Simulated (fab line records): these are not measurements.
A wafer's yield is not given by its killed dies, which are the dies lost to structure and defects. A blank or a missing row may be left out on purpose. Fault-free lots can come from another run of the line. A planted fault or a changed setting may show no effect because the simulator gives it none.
Matching of chambers    flow nand-harc    4 sister chambers for NHARC_P_STI_ETCH_42 on rie-diel-01
The step etches the open film in N2/H2, target depth 80 nm, overetch 24 nm, time 61 s. 14 wafers are shown with their chamber, then 7 later ones without.

## EACH WAFER AND ITS CHAMBER
wafer   chamber  showerhead-plenum-p-Torr (Torr)  drypump-motor-current-A (A)  rf-vpp-V (V)
L600.2  2        2.12                             5.7                          432
L600.3  1        2.06                             5.3                          431
L600.6  0        2.20                             5.6                          434
L602.1  0        2.20                             5.6                          435
L602.4  2        2.12                             5.7                          431
L602.5  3        1.91                             5.3                          428
L604.3  0        2.20                             5.6                          435
L604.4  1        2.06                             5.4                          431
L604.5  1        2.06                             5.4                          433
L608.3  0        2.20                             5.6                          434
L608.4  2        2.12                             5.7                          433
L608.6  0        2.20                             5.6                          434
L613.2  3        1.90                             5.3                          427
L613.3  1        2.05                             5.4                          430

SIGNATURES (means of the wafers above)
reading                   chamber 0  chamber 1  chamber 2  chamber 3  scatter within a chamber
showerhead-plenum-p-Torr  2.2000     2.0575     2.1200     1.9050     0.00354
drypump-motor-current-A   5.600      5.375      5.700      5.300      0.0274
rf-vpp-V                  434.40     431.25     432.00     427.50     0.919
Rule: for a wafer and a chamber, the distance is found by dividing, reading by reading, the gap between the wafer's reading and the chamber's mean by the reading's scatter, squaring, summing and taking the root. If the next closest chamber is less than 2 further off than the closest, the wafer can't be placed; otherwise it belongs to the closest. The scatter is the square root of a quotient: the sum, over the shown wafers, of each reading's squared deviation from its chamber's mean, divided by wafers minus chambers.

## WAFERS WHOSE CHAMBER IS MISSING
wafer   showerhead-plenum-p-Torr (Torr)  drypump-motor-current-A (A)  rf-vpp-V (V)
L613.4  2.12                             5.7                          433
L614.1  2.05                             5.4                          430
L614.2  2.19                             5.6                          435
L614.3  2.12                             5.7                          434
L620.2  2.19                             5.6                          435
L620.4  2.05                             5.4                          430
L620.6  1.90                             5.3                          427

## CHAMBER TAKEN BY EACH
wafer   from the rows above  in truth
L613.4  2                    2
L614.1  1                    1
L614.2  0                    0
L614.3  2                    2
L620.2  0                    0
L620.4  1                    1
L620.6  3                    3
Correct placement for 7 of the 7. Not placeable from these rows: 0. Number placed wrongly: 0.
